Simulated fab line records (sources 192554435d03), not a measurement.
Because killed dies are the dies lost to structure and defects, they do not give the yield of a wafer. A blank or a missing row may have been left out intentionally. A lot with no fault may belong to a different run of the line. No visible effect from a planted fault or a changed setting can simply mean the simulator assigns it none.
Matching of chambers    flow n5_finfet    rie_diel-01 running N5_FIN_SAQP_HM_OPEN_33: 4 sister chambers
The step chemistry CH3F/O2, target SiNx, target depth 49.4 nm, time 70.6 s. 16 wafers are shown with their chamber, then 8 later ones without.

## WAFERS WITH THEIR CHAMBER
wafer   chamber  showerhead_plenum_p_Torr (Torr)  throttle_valve_pct (%)  oes_f_703_au (a.u.)
L707.2  2        1.92                             16.25                   0.74
L707.3  3        1.98                             16.02                   0.96
L707.5  3        1.98                             16.03                   0.96
L713.2  2        1.92                             16.27                   0.72
L713.5  3        1.98                             16.04                   0.92
L713.6  0        2.02                             16.43                   0.75
L714.1  3        1.98                             16.07                   0.92
L714.5  2        1.92                             16.28                   0.72
L714.6  1        2.12                             16.25                   0.86
L715.1  2        1.91                             16.30                   0.73
L715.3  1        2.12                             16.24                   0.85
L715.4  3        1.98                             16.05                   0.91
L716.1  2        1.91                             16.29                   0.72
L716.3  1        2.12                             16.24                   0.86
L716.6  0        2.02                             16.44                   0.74
L723.1  0        2.01                             16.47                   0.74

SIGNATURES (means of the wafers above)
reading                   chamber 0  chamber 1  chamber 2  chamber 3  scatter within a chamber
showerhead_plenum_p_Torr  2.0167     2.1200     1.9160     1.9800     0.00394
throttle_valve_pct        16.4467    16.2433    16.2780    16.0420    0.018
oes_f_703_au              0.7433     0.8567     0.7260     0.9340     0.0152
Rule: a wafer's distance from a chamber is the root of the sum, over the readings, of the square of ((its reading less the chamber's mean) divided by the reading's scatter). If the next closest chamber is less than 2 further off than the closest, the wafer can't be placed; otherwise it belongs to the closest. How the scatter is found: for the shown wafers, subtract from each reading the mean of its chamber, square and add these, divide the total by (wafers less chambers), then take the root.

## WAFERS WHOSE CHAMBER IS MISSING
wafer   showerhead_plenum_p_Torr (Torr)  throttle_valve_pct (%)  oes_f_703_au (a.u.)
L723.5  1.97                             16.08                   0.88
L723.6  1.91                             16.33                   0.71
L727.1  2.11                             16.28                   0.83
L727.4  2.01                             16.48                   0.73
L727.5  2.01                             16.51                   0.73
L729.4  1.91                             16.35                   0.70
L729.5  1.97                             16.09                   0.86
L729.6  2.01                             16.50                   0.73

## WHICH CHAMBER EACH WENT THROUGH
wafer   from the rows above  in truth
L723.5  3                    3
L723.6  2                    2
L727.1  1                    1
L727.4  0                    0
L727.5  0                    0
L729.4  2                    2
L729.5  3                    3
L729.6  0                    0
Correct placement for 8 of the 8. Can't be placed from these rows: 0. Number placed wrongly: 0.
